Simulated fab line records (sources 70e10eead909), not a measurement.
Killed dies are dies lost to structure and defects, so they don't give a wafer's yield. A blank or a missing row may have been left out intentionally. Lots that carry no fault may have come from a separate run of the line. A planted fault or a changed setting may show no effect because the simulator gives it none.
fab line records || flow nand-harc
record: {"lots": 5, "wafers": 15, "last-day": 24}
route steps=1159 shown P_ZERO_WELL@44 END@1159
lots that met no fault: from a run of the same line without faults
start-h: the number of hours between the record's first day and the start of the first shown wafer of the lot || wait-h: hours elapsed since this lot's preceding step || " the same as in the row above || L1.1+2: several wafers, shown together as one row || - no value, or no start given || * or withheld: withheld || < > ~ a bound
route shown NAME@n: NAME is a module with steps in the file, n the number in the route of the first one || usual: mean and standard deviation over wafers with no fault || same: alike in all rows || chamber/n: place in a boat || sites: readings site by site || _std_site: the values' standard deviation || _edge_site: mean of outer sites minus mean of inner sites || radius-mm: how far each site lies from the wafer's centre || mask NAME#n: copy n || behind: the last tool/chamber to shape the wafer || hold: cause of the lot's hold/its duration in hours/its outcome || device: names the non-switching transistor (n, p or np) || end of line: the route-end tests of the same wafers || where a step has no rows: the recipe by itself || killed: not the wafer's yield, but the dies lost to structure and defects at the first sort || map: dies across one wafer; x = killed, . = not, _ = none there
set.NAME: the setting the step ran with; set.NAME@STEP: the setting that earlier step ran with || model.NAME: the simulator's own value behind a step, which no gauge read
lots at some steps of the route; a table a step, a row a wafer
services: a tool's chamber out of use, with start hour (start-h, from the record's first day; less than 0 if before it), hours out, and reason
== steps ==
step: NHARC_P_ZERO_WELL_CD_MEAS_37
recipe: {"target-cd-nm": 720, "landing-energy-ev": 500}
usual: {"cd-nm": "719.9/1.8"}
{"lot.wafer": "L710.1", "tool": "cd-sem-01", "chamber": 0, "start-h": 52.12, "wait-h": "-", "cd-nm": 719.0}
{"lot.wafer": "L710.2", "tool": "cd-sem-01", "chamber": 0, "start-h": 52.12, "wait-h": "-", "cd-nm": 717.0}
{"lot.wafer": "L710.6", "tool": "cd-sem-01", "chamber": 0, "start-h": 52.12, "wait-h": "-", "cd-nm": 719.6}
{"lot.wafer": "L711.1", "tool": "cd-sem-01", "chamber": 0, "start-h": 57.99, "wait-h": "-", "cd-nm": 719.9}
{"lot.wafer": "L711.2", "tool": "cd-sem-01", "chamber": 0, "start-h": 57.99, "wait-h": "-", "cd-nm": 717.5}
{"lot.wafer": "L711.3", "tool": "cd-sem-01", "chamber": 0, "start-h": 57.99, "wait-h": "-", "cd-nm": 716.3}
{"lot.wafer": "L713.1", "tool": "cd-sem-01", "chamber": 0, "start-h": 70.09, "wait-h": "-", "cd-nm": 722.9}
{"lot.wafer": "L713.4", "tool": "cd-sem-01", "chamber": 0, "start-h": 70.09, "wait-h": "-", "cd-nm": 719.8}
{"lot.wafer": "L713.6", "tool": "cd-sem-01", "chamber": 0, "start-h": 70.09, "wait-h": "-", "cd-nm": 721.5}
{"lot.wafer": "L718.1", "tool": "cd-sem-03", "chamber": 0, "start-h": 100.10, "wait-h": "-", "cd-nm": 720.4}
{"lot.wafer": "L718.3", "tool": "cd-sem-03", "chamber": 0, "start-h": 100.10, "wait-h": "-", "cd-nm": 721.4}
{"lot.wafer": "L718.6", "tool": "cd-sem-03", "chamber": 0, "start-h": 100.10, "wait-h": "-", "cd-nm": 722.1}
{"lot.wafer": "L727.2", "tool": "cd-sem-03", "chamber": 0, "start-h": 154.10, "wait-h": "-", "cd-nm": 722.2}
{"lot.wafer": "L727.3", "tool": "cd-sem-03", "chamber": 0, "start-h": 154.10, "wait-h": "-", "cd-nm": 720.3}
{"lot.wafer": "L727.5", "tool": "cd-sem-03", "chamber": 0, "start-h": 154.10, "wait-h": "-", "cd-nm": 718.0}
step: NHARC_P_ZERO_WELL_HARDBAKE_38
recipe: {"temp-c": 125, "time-s": 80}
step: NHARC_P_ZERO_WELL_DESCUM_39
recipe: {"time-s": 3, "o2-flow-sccm": 200, "ar-flow-sccm": 0, "bias-power-w": 0, "chemistry": "O2"}
usual: {"drypump-motor-current-A": "5.5/0.37", "oes-product-au": "0.996/0.01", "rf-vpp-V": "57.8/0.85", "showerhead-plenum-p-Torr": "1.93/0.059", "throttle-valve-pct": "11.312/0.0093"}
{"lot.wafer": "L710.1", "tool": "rie-diel-03", "chamber": 1, "start-h": 52.28, "wait-h": "-", "drypump-motor-current-A": 5.9, "oes-product-au": 0.996, "rf-hours-counter-h": 0, "rf-vpp-V": 58.0, "showerhead-plenum-p-Torr": 2.02, "throttle-valve-pct": 11.323}
{"lot.wafer": "L710.2", "tool": "rie-diel-03", "chamber": 2, "start-h": 52.28, "wait-h": "-", "drypump-motor-current-A": 5.3, "oes-product-au": 0.986, "rf-hours-counter-h": 0, "rf-vpp-V": 57.1, "showerhead-plenum-p-Torr": 1.78, "throttle-valve-pct": 11.313}
{"lot.wafer": "L710.6", "tool": "rie-diel-03", "chamber": 2, "start-h": 52.28, "wait-h": "-", "drypump-motor-current-A": 5.4, "oes-product-au": 0.982, "rf-hours-counter-h": "-", "rf-vpp-V": 57.9, "showerhead-plenum-p-Torr": 1.78, "throttle-valve-pct": 11.309}
{"lot.wafer": "L711.3", "tool": "rie-diel-05", "chamber": 3, "start-h": 58.15, "wait-h": "-", "drypump-motor-current-A": 5.8, "oes-product-au": 1.004, "rf-hours-counter-h": 6, "rf-vpp-V": 57.2, "showerhead-plenum-p-Torr": 1.92, "throttle-valve-pct": 11.317}
{"lot.wafer": "L711.2", "tool": "rie-diel-05", "chamber": 1, "start-h": 58.15, "wait-h": "-", "drypump-motor-current-A": 5.1, "oes-product-au": 0.983, "rf-hours-counter-h": 6, "rf-vpp-V": 59.2, "showerhead-plenum-p-Torr": 1.97, "throttle-valve-pct": 11.303}
{"lot.wafer": "L711.1", "tool": "rie-diel-05", "chamber": 2, "start-h": 58.15, "wait-h": "-", "drypump-motor-current-A": 5.4, "oes-product-au": 0.995, "rf-hours-counter-h": 6, "rf-vpp-V": 57.7, "showerhead-plenum-p-Torr": 1.95, "throttle-valve-pct": 11.317}
{"lot.wafer": "L713.1", "tool": "rie-diel-05", "chamber": 2, "start-h": 70.27, "wait-h": "-", "drypump-motor-current-A": 5.4, "oes-product-au": 0.988, "rf-hours-counter-h": 7, "rf-vpp-V": 58.3, "showerhead-plenum-p-Torr": 1.95, "throttle-valve-pct": 11.309}
{"lot.wafer": "L713.6", "tool": "rie-diel-05", "chamber": 1, "start-h": 70.27, "wait-h": "-", "drypump-motor-current-A": 5.1, "oes-product-au": 1.000, "rf-hours-counter-h": "-", "rf-vpp-V": 58.5, "showerhead-plenum-p-Torr": 1.97, "throttle-valve-pct": 11.312}
{"lot.wafer": "L713.4", "tool": "rie-diel-05", "chamber": 2, "start-h": 70.27, "wait-h": "-", "drypump-motor-current-A": 5.5, "oes-product-au": 0.990, "rf-hours-counter-h": "-", "rf-vpp-V": 57.4, "showerhead-plenum-p-Torr": 1.95, "throttle-valve-pct": 11.317}
{"lot.wafer": "L718.1", "tool": "rie-diel-05", "chamber": 0, "start-h": 100.28, "wait-h": "-", "drypump-motor-current-A": 5.8, "oes-product-au": 1.002, "rf-hours-counter-h": 1, "rf-vpp-V": 58.4, "showerhead-plenum-p-Torr": 1.93, "throttle-valve-pct": 11.298}
{"lot.wafer": "L718.3", "tool": "rie-diel-05", "chamber": 2, "start-h": 100.28, "wait-h": "-", "drypump-motor-current-A": 5.5, "oes-product-au": 0.975, "rf-hours-counter-h": 9, "rf-vpp-V": 58.2, "showerhead-plenum-p-Torr": 1.95, "throttle-valve-pct": 11.312}
{"lot.wafer": "L718.6", "tool": "rie-diel-05", "chamber": 0, "start-h": 100.28, "wait-h": "-", "drypump-motor-current-A": 5.8, "oes-product-au": 1.007, "rf-hours-counter-h": "-", "rf-vpp-V": 59.0, "showerhead-plenum-p-Torr": 1.93, "throttle-valve-pct": 11.309}
{"lot.wafer": "L727.3", "tool": "rie-diel-13", "chamber": 2, "start-h": 154.28, "wait-h": "-", "drypump-motor-current-A": 4.9, "oes-product-au": 0.992, "rf-hours-counter-h": 3, "rf-vpp-V": 56.3, "showerhead-plenum-p-Torr": 1.84, "throttle-valve-pct": 11.289}
{"lot.wafer": "L727.2", "tool": "rie-diel-13", "chamber": 3, "start-h": 154.28, "wait-h": "-", "drypump-motor-current-A": 5.8, "oes-product-au": 1.016, "rf-hours-counter-h": 1, "rf-vpp-V": 58.3, "showerhead-plenum-p-Torr": 1.96, "throttle-valve-pct": 11.308}
{"lot.wafer": "L727.5", "tool": "rie-diel-13", "chamber": 0, "start-h": 154.28, "wait-h": "-", "drypump-motor-current-A": 5.7, "oes-product-au": 1.013, "rf-hours-counter-h": "-", "rf-vpp-V": 57.3, "showerhead-plenum-p-Torr": 1.99, "throttle-valve-pct": 11.310}
step: NHARC_P_ZERO_WELL_IMPLANT_40
recipe: {"energy-kev": 300, "dose-cm2": 1e+13, "tilt-deg": 7}
step: NHARC_P_ZERO_WELL_IMPLANT_59
recipe: {"energy-kev": 120, "dose-cm2": 5e+12, "tilt-deg": 7}
step: NHARC_P_ZERO_WELL_IMPLANT_60
recipe: {"energy-kev": 30, "dose-cm2": 2e+12, "tilt-deg": 7}
step: NHARC_P_ZERO_WELL_STRIP_41
recipe: {"time-s": 840, "temp-c": 130, "chemistry": "SPM"}
step: NHARC_P_ZERO_WELL_DEHYDRATE_44
recipe: {"temp-c": 150, "time-s": 120}
step: NHARC_P_ZERO_WELL_HMDS_45
recipe: {"time-s": 30}
step: NHARC_P_ZERO_WELL_COAT_46
recipe: {"spin-rpm": "withheld"}
step: NHARC_P_ZERO_WELL_SOFTBAKE_47
recipe: {"temp-c": 122, "time-s": 95}
step: NHARC_P_ZERO_WELL_EBR_48
step: NHARC_P_ZERO_WELL_EXPOSE_49
recipe: {"na": 0.6, "target-cd-nm": 2000, "dose-mj": 22.64, "mask-id": "P_HVPW"}
{"lot.wafer": "L710.1+2+6", "tool": "krf-scanner-02", "chamber": 0, "start-h": 53.60, "wait-h": "-", "mask": "P_HVPW#0"}
{"lot.wafer": "L711.1+2+3", "tool": "krf-scanner-03", "chamber": 0, "start-h": 59.49, "wait-h": "-", "mask": "P_HVPW#0"}
{"lot.wafer": "L713.1+4+6", "tool": "krf-scanner-01", "chamber": 0, "start-h": 71.60, "wait-h": "-", "mask": "P_HVPW#0"}
{"lot.wafer": "L718.1+3+6", "tool": "krf-scanner-01", "chamber": 0, "start-h": 101.58, "wait-h": "-", "mask": "P_HVPW_R1#0"}
{"lot.wafer": "L727.2+3+5", "tool": "krf-scanner-01", "chamber": 0, "start-h": 155.49, "wait-h": "-", "mask": "P_HVPW#0"}
step: NHARC_P_ZERO_WELL_PEB_50
recipe: {"peb-temp-c": 118, "peb-time-s": 85}
step: NHARC_P_ZERO_WELL_DEVELOP_51
recipe: {"time-s": 70}
step: NHARC_P_ZERO_WELL_CD_MEAS_52
recipe: {"target-cd-nm": 2000, "landing-energy-ev": 500}
usual: {"cd-nm": "2000.6/1.8"}
{"lot.wafer": "L710.1", "tool": "cd-sem-01", "chamber": 0, "start-h": 53.76, "wait-h": "-", "cd-nm": 1999.8}
{"lot.wafer": "L710.2", "tool": "cd-sem-01", "chamber": 0, "start-h": 53.76, "wait-h": "-", "cd-nm": 2002.7}
{"lot.wafer": "L710.6", "tool": "cd-sem-01", "chamber": 0, "start-h": 53.76, "wait-h": "-", "cd-nm": 2003.9}
{"lot.wafer": "L711.1", "tool": "cd-sem-01", "chamber": 0, "start-h": 59.65, "wait-h": "-", "cd-nm": 2001.2}
{"lot.wafer": "L711.2", "tool": "cd-sem-01", "chamber": 0, "start-h": 59.65, "wait-h": "-", "cd-nm": 2000.4}
{"lot.wafer": "L711.3", "tool": "cd-sem-01", "chamber": 0, "start-h": 59.65, "wait-h": "-", "cd-nm": 1999.6}
{"lot.wafer": "L713.1", "tool": "cd-sem-01", "chamber": 0, "start-h": 71.76, "wait-h": "-", "cd-nm": 2000.7}
{"lot.wafer": "L713.4", "tool": "cd-sem-01", "chamber": 0, "start-h": 71.76, "wait-h": "-", "cd-nm": 2002.1}
{"lot.wafer": "L713.6", "tool": "cd-sem-01", "chamber": 0, "start-h": 71.76, "wait-h": "-", "cd-nm": 2001.3}
{"lot.wafer": "L718.1", "tool": "cd-sem-03", "chamber": 0, "start-h": 101.74, "wait-h": "-", "cd-nm": 1738.8}
{"lot.wafer": "L718.3", "tool": "cd-sem-03", "chamber": 0, "start-h": 101.74, "wait-h": "-", "cd-nm": 1741.7}
{"lot.wafer": "L718.6", "tool": "cd-sem-03", "chamber": 0, "start-h": 101.74, "wait-h": "-", "cd-nm": 1740.5}
{"lot.wafer": "L727.2", "tool": "cd-sem-03", "chamber": 0, "start-h": 155.64, "wait-h": "-", "cd-nm": 2001.7}
{"lot.wafer": "L727.3", "tool": "cd-sem-03", "chamber": 0, "start-h": 155.64, "wait-h": "-", "cd-nm": 2002.9}
{"lot.wafer": "L727.5", "tool": "cd-sem-03", "chamber": 0, "start-h": 155.64, "wait-h": "-", "cd-nm": 1999.9}
step: NHARC_P_ZERO_WELL_HARDBAKE_53
recipe: {"temp-c": 125, "time-s": 80}
step: NHARC_P_ZERO_WELL_DESCUM_54
recipe: {"time-s": 3, "o2-flow-sccm": 200, "ar-flow-sccm": 0, "bias-power-w": 0, "chemistry": "O2"}
usual: {"drypump-motor-current-A": "5.4/0.38", "oes-product-au": "0.995/0.0091", "rf-vpp-V": "57.8/0.82", "showerhead-plenum-p-Torr": "1.92/0.07", "throttle-valve-pct": "11.311/0.0091"}
{"lot.wafer": "L710.1", "tool": "rie-diel-13", "chamber": 1, "start-h": 53.94, "wait-h": "-", "drypump-motor-current-A": 5.9, "oes-product-au": 0.993, "rf-hours-counter-h": 8, "rf-vpp-V": 57.1, "showerhead-plenum-p-Torr": 1.92, "throttle-valve-pct": 11.307, "model.P_ZERO_WELL.cd-nm": 2000}
{"lot.wafer": "L710.2", "tool": "rie-diel-13", "chamber": 2, "start-h": 53.94, "wait-h": "-", "drypump-motor-current-A": 4.9, "oes-product-au": 0.989, "rf-hours-counter-h": 9, "rf-vpp-V": 56.5, "showerhead-plenum-p-Torr": 1.85, "throttle-valve-pct": 11.332, "model.P_ZERO_WELL.cd-nm": 2003}
{"lot.wafer": "L710.6", "tool": "rie-diel-13", "chamber": 0, "start-h": 53.94, "wait-h": "-", "drypump-motor-current-A": 5.7, "oes-product-au": 0.995, "rf-hours-counter-h": "-", "rf-vpp-V": 56.6, "showerhead-plenum-p-Torr": 1.99, "throttle-valve-pct": 11.293, "model.P_ZERO_WELL.cd-nm": 2004}
{"lot.wafer": "L711.3", "tool": "rie-diel-03", "chamber": 3, "start-h": 59.81, "wait-h": "-", "drypump-motor-current-A": 4.8, "oes-product-au": 0.985, "rf-hours-counter-h": 0, "rf-vpp-V": 57.4, "showerhead-plenum-p-Torr": 1.86, "throttle-valve-pct": 11.303, "model.P_ZERO_WELL.cd-nm": 723.3}
{"lot.wafer": "L711.1", "tool": "rie-diel-03", "chamber": 0, "start-h": 59.81, "wait-h": "-", "drypump-motor-current-A": 5.2, "oes-product-au": 1.004, "rf-hours-counter-h": 0, "rf-vpp-V": 58.8, "showerhead-plenum-p-Torr": 1.92, "throttle-valve-pct": 11.310, "model.P_ZERO_WELL.cd-nm": 2002}
{"lot.wafer": "L711.2", "tool": "rie-diel-03", "chamber": 1, "start-h": 59.81, "wait-h": "-", "drypump-motor-current-A": 5.9, "oes-product-au": 1.002, "rf-hours-counter-h": 0, "rf-vpp-V": 57.3, "showerhead-plenum-p-Torr": 2.02, "throttle-valve-pct": 11.320, "model.P_ZERO_WELL.cd-nm": 2000}
{"lot.wafer": "L713.1", "tool": "rie-diel-13", "chamber": 3, "start-h": 71.95, "wait-h": "-", "drypump-motor-current-A": 5.8, "oes-product-au": 1.011, "rf-hours-counter-h": 11, "rf-vpp-V": 57.9, "showerhead-plenum-p-Torr": 1.96, "throttle-valve-pct": 11.303, "model.P_ZERO_WELL.cd-nm": 2001}
{"lot.wafer": "L713.4", "tool": "rie-diel-13", "chamber": 0, "start-h": 71.95, "wait-h": "-", "drypump-motor-current-A": 5.7, "oes-product-au": 0.999, "rf-hours-counter-h": 9, "rf-vpp-V": 59.1, "showerhead-plenum-p-Torr": 1.99, "throttle-valve-pct": 11.319, "model.P_ZERO_WELL.cd-nm": 2002}
{"lot.wafer": "L713.6", "tool": "rie-diel-13", "chamber": 2, "start-h": 71.95, "wait-h": "-", "drypump-motor-current-A": 4.9, "oes-product-au": 0.993, "rf-hours-counter-h": "-", "rf-vpp-V": 56.1, "showerhead-plenum-p-Torr": 1.84, "throttle-valve-pct": 11.317, "model.P_ZERO_WELL.cd-nm": 2001}
{"lot.wafer": "L718.1", "tool": "rie-diel-05", "chamber": 3, "start-h": 101.90, "wait-h": "-", "drypump-motor-current-A": 5.8, "oes-product-au": 1.007, "rf-hours-counter-h": 9, "rf-vpp-V": 57.2, "showerhead-plenum-p-Torr": 1.92, "throttle-valve-pct": 11.307, "model.P_ZERO_WELL.cd-nm": 1739}
{"lot.wafer": "L718.3", "tool": "rie-diel-05", "chamber": 2, "start-h": 101.90, "wait-h": "-", "drypump-motor-current-A": 5.4, "oes-product-au": 0.988, "rf-hours-counter-h": 9, "rf-vpp-V": 56.8, "showerhead-plenum-p-Torr": 1.95, "throttle-valve-pct": 11.307, "model.P_ZERO_WELL.cd-nm": 1741}
{"lot.wafer": "L718.6", "tool": "rie-diel-05", "chamber": 0, "start-h": 101.90, "wait-h": "-", "drypump-motor-current-A": 5.8, "oes-product-au": 0.993, "rf-hours-counter-h": "-", "rf-vpp-V": 58.4, "showerhead-plenum-p-Torr": 1.93, "throttle-valve-pct": 11.317, "model.P_ZERO_WELL.cd-nm": 1741}
{"lot.wafer": "L727.3", "tool": "rie-diel-03", "chamber": 1, "start-h": 155.81, "wait-h": "-", "drypump-motor-current-A": 5.9, "oes-product-au": 1.000, "rf-hours-counter-h": 9, "rf-vpp-V": 58.4, "showerhead-plenum-p-Torr": 2.02, "throttle-valve-pct": 11.303, "model.P_ZERO_WELL.cd-nm": 2002}
{"lot.wafer": "L727.2", "tool": "rie-diel-03", "chamber": 2, "start-h": 155.81, "wait-h": "-", "drypump-motor-current-A": 5.4, "oes-product-au": 0.988, "rf-hours-counter-h": 9, "rf-vpp-V": 57.1, "showerhead-plenum-p-Torr": 1.78, "throttle-valve-pct": 11.314, "model.P_ZERO_WELL.cd-nm": 2001}
{"lot.wafer": "L727.5", "tool": "rie-diel-03", "chamber": 0, "start-h": 155.81, "wait-h": "-", "drypump-motor-current-A": 5.2, "oes-product-au": 0.988, "rf-hours-counter-h": "-", "rf-vpp-V": 57.5, "showerhead-plenum-p-Torr": 1.91, "throttle-valve-pct": 11.300, "model.P_ZERO_WELL.cd-nm": 2000}
step: NHARC_P_ZERO_WELL_IMPLANT_55
recipe: {"energy-kev": 180, "dose-cm2": 8e+11, "tilt-deg": 7}
step: NHARC_END_SORT_01
recipe: {"temp-c": 25}
usual: {"killed-at-array": "27/11", "killed-at-other": "0.7/1.1", "killed-at-periphery": "3.4/2.1", "killed-dies": "31/12", "killed-open": "3.6/2", "killed-short": "2.0/1.3"}
same: {"gross-dies": 677}
{"lot.wafer": "L710.1", "tool": "prober-01", "chamber": 0, "start-h": 470.34, "wait-h": 2.5, "killed-at-array": 34, "killed-at-other": 5, "killed-at-periphery": 3, "killed-dies": 42, "killed-open": 3, "killed-short": 1}
{"lot.wafer": "L710.2", "tool": "prober-01", "chamber": 0, "start-h": 471.15, "wait-h": 2.8, "killed-at-array": 32, "killed-at-other": 2, "killed-at-periphery": 4, "killed-dies": 38, "killed-open": 1, "killed-short": 2}
{"lot.wafer": "L710.6", "tool": "prober-01", "chamber": 0, "start-h": 474.38, "wait-h": 4.0, "killed-at-array": 44, "killed-at-other": 7, "killed-at-periphery": 3, "killed-dies": 54, "killed-open": 3, "killed-short": 2}
{"lot.wafer": "L718.1", "tool": "prober-02", "chamber": 0, "start-h": 506.09, "wait-h": 2.5, "killed-at-array": 23, "killed-at-other": 0, "killed-at-periphery": 66, "killed-dies": 89, "killed-open": 2, "killed-short": 2}
{"lot.wafer": "L718.3", "tool": "prober-02", "chamber": 0, "start-h": 507.66, "wait-h": 3.0, "killed-at-array": 20, "killed-at-other": 1, "killed-at-periphery": 50, "killed-dies": 71, "killed-open": 6, "killed-short": 3}
{"lot.wafer": "L718.6", "tool": "prober-02", "chamber": 0, "start-h": 510.01, "wait-h": 3.9, "killed-at-array": 19, "killed-at-other": 0, "killed-at-periphery": 56, "killed-dies": 75, "killed-open": 2, "killed-short": 1}
killed by level:class
L710.1 A_CHANNEL_HOLE_D1:chamber-film-flake=18 A_SLIT:chamber-film-flake=6 THIN_TSV:chamber-film-flake=5 A_STAIRCASE:chamber-film-flake=4 A_ZERO_WELL:chamber-film-flake=3 P_CONTACT:geometric-particle:open=1 P_M0:geometric-particle:short=1 A_CHANNEL_FILL_D1:geometric-particle:open=1
L710.2 A_CHANNEL_HOLE_D1:chamber-film-flake=18 A_STAIRCASE:chamber-film-flake=4 A_SLIT:chamber-film-flake=4 P_ZERO_WELL:chamber-film-flake=3 A_BONDPAD:chamber-film-flake=3 THIN_TSV:chamber-film-flake=2 P_M1:geometric-particle:short=1 A_ONON_D1:geometric-particle:short=1
L710.6 A_CHANNEL_HOLE_D1:chamber-film-flake=27 A_SLIT:chamber-film-flake=9 THIN_TSV:chamber-film-flake=7 A_STAIRCASE:chamber-film-flake=3 P_M0:geometric-particle:open=2 A_ONON_D1:geometric-particle:open=1 A_CHANNEL_FILL_D1:geometric-particle:short=1 A_CONTACT:geometric-particle:short=1
L718.1 P_ZERO_WELL:area-expose=66 A_SLIT:chamber-film-flake=13 A_CHANNEL_HOLE_D1:chamber-film-flake=3 A_CONTACT:chamber-film-flake=2 A_ONON_D1:geometric-particle:short=1 A_CHANNEL_FILL_D1:geometric-particle:short=1 A_CHANNEL_FILL_D1:geometric-particle:open=1 A_WL_FILL:geometric-particle:open=1
L718.3 P_ZERO_WELL:area-expose=47 A_SLIT:chamber-film-flake=7 A_CHANNEL_HOLE_D1:chamber-film-flake=3 A_SOURCE_PLATE:geometric-particle:open=2 A_CHANNEL_FILL_D1:geometric-particle:open=2 P_CONTACT:geometric-particle:short=1 P_M0:geometric-particle:open=1 A_SOURCE_PLATE:geometric-particle:short=1
L718.6 P_ZERO_WELL:area-expose=54 A_CONTACT:chamber-film-flake=6 A_CHANNEL_HOLE_D1:chamber-film-flake=3 A_SLIT:chamber-film-flake=3 A_STAIRCASE:chamber-film-flake=3 A_WL_FILL:chamber-film-flake=2 P_M0:geometric-particle:open=1 P_M1:geometric-particle:short=1
map L718.1 (x killed, . not)
____________.____________
_________.x.x.xx_________
_______........x.x_______
______........xx...______
_____xx............x_____
____.x.xx...x......x.____
____x.x............xx____
___.xxx.x............x___
___...xxx...........xx___
__..x..................__
__.....xxx.............__
_.xx.................x.._
_......................._
_......x...............x_
_.x....................x_
_.....x................._
......................x.x
......................x..
..x.................x..x.
x...............x....x..x
xx......................x
_........x............xx_
_.....................x._
_.x.....x..............x_
_......................._
_x...................xxx_
__....................x__
__.x................x..__
___.................xx___
___...............x..x___
____x...............x____
____.x..............x____
_____..........xxx.x_____
______.x...........______
_______..xx......x_______
_________x.x.xx._________
____________.____________
map L713.4 (x killed, . not)
____________.____________
_________......._________
_______..........._______
______.......x.....______
_____..............._____
____.................____
____.................____
___.......x.....x.....___
___............x......___
__.....................__
__.....................__
_....x................x._
_......x.....x.........._
_......................._
_......................._
_......................x_
.......................x.
.........................
...........x.............
...x......x.x............
..........x..............
_xx.......xxx..........._
_.......xxxxxxxx........_
_.........xxx..........._
_..xx.....x.x..........._
_......................._
__...x.................__
__..x...x..x...........__
___.........x.........___
___...................___
____...x.............____
____.................____
_____..............._____
______.............______
_______..........._______
_________......._________
____________.____________
== services ==
{"tool": "krf-scanner-02", "chamber": "-", "start-h": 38.29, "hours": 4.0, "kind": "pm"}
{"tool": "rie-diel-03", "chamber": "-", "start-h": 38.30, "hours": 9.0, "kind": "pm"}
{"tool": "rie-diel-05", "chamber": 0, "start-h": 44.68, "hours": "-", "kind": "clean"}
{"tool": "rie-diel-05", "chamber": 1, "start-h": 44.68, "hours": "-", "kind": "clean"}
{"tool": "rie-diel-05", "chamber": 2, "start-h": 44.68, "hours": "-", "kind": "clean"}
{"tool": "rie-diel-05", "chamber": 3, "start-h": 44.68, "hours": "-", "kind": "clean"}
{"tool": "rie-diel-13", "chamber": "-", "start-h": 56.16, "hours": 0.4, "kind": "repair"}
{"tool": "krf-scanner-02", "chamber": "-", "start-h": 68.71, "hours": 1.9, "kind": "repair"}
{"tool": "krf-scanner-01", "chamber": "-", "start-h": 84.00, "hours": 4.0, "kind": "pm"}
{"tool": "rie-diel-13", "chamber": 2, "start-h": 86.71, "hours": 7.6, "kind": "repair"}
{"tool": "rie-diel-05", "chamber": "-", "start-h": 87.75, "hours": 0.1, "kind": "repair"}
{"tool": "krf-scanner-02", "chamber": "-", "start-h": 91.53, "hours": 2.4, "kind": "repair"}
{"tool": "krf-scanner-01", "chamber": "-", "start-h": 97.70, "hours": 1.1, "kind": "repair"}
{"tool": "rie-diel-13", "chamber": "-", "start-h": 99.00, "hours": 9.0, "kind": "pm"}
{"tool": "krf-scanner-02", "chamber": "-", "start-h": 103.60, "hours": 0.6, "kind": "repair"}
{"tool": "rie-diel-03", "chamber": 0, "start-h": 106.68, "hours": 6.1, "kind": "repair"}
{"tool": "krf-scanner-02", "chamber": "-", "start-h": 109.95, "hours": 0.4, "kind": "repair"}
{"tool": "rie-diel-03", "chamber": 0, "start-h": 122.87, "hours": 18.3, "kind": "repair"}
{"tool": "krf-scanner-03", "chamber": "-", "start-h": 124.15, "hours": 0.4, "kind": "repair"}
{"tool": "rie-diel-13", "chamber": 0, "start-h": 125.01, "hours": 3.0, "kind": "repair"}
{"tool": "rie-diel-13", "chamber": 3, "start-h": 133.70, "hours": 11.5, "kind": "repair"}
{"tool": "krf-scanner-01", "chamber": "-", "start-h": 146.62, "hours": 0.2, "kind": "repair"}
{"tool": "rie-diel-13", "chamber": 1, "start-h": 148.44, "hours": 9.1, "kind": "repair"}
{"tool": "rie-diel-03", "chamber": 1, "start-h": 150.07, "hours": 4.3, "kind": "repair"}
== key ==
first-sign: {"step": "NHARC_P_ZERO_WELL_EXPOSE_49", "reading": "mask", "direction": "changed"}
effect: {"step": "NHARC_P_ZERO_WELL_CD_MEAS_52", "reading": "cd-nm", "direction": "down", "sigmas": "99+", "usual": 2000.6, "struck": 1740.3}
effect: {"step": "NHARC_END_SORT_01", "reading": "killed-at-periphery", "direction": "up", "sigmas": 26, "usual": 3.4, "struck": 57.3}
model-effect: {"step": "NHARC_P_ZERO_WELL_DESCUM_54", "value": "P_ZERO_WELL.cd-nm", "without": 2001, "struck": 1740}
more-kills-born-at: {"NHARC_P_ZERO_WELL_EXPOSE_49@krf-scanner-01": 167}
met-at NHARC_P_ZERO_WELL_EXPOSE_49
struck-wafers L718.1,L718.3,L718.6
tester-left-out L718
onset-between 71.60 101.58
fault: {"kind": "wrong-mask", "tool": "any", "chamber": "-", "onset-h": 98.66, "steps": "NHARC_P_ZERO_WELL_EXPOSE_49", "aux-copy": "P_HVPW_R1#0", "cd-offset-nm": -260.87, "scope": "struck-lots-only"}
tester-left-out: of these lots the tester's yield and bins aren't shown, on N5 and GAA mostly nor the transistor test; their killed dies are dies lost to structure and defects alone, not to doping, threshold or leakage, so they don't give the yield
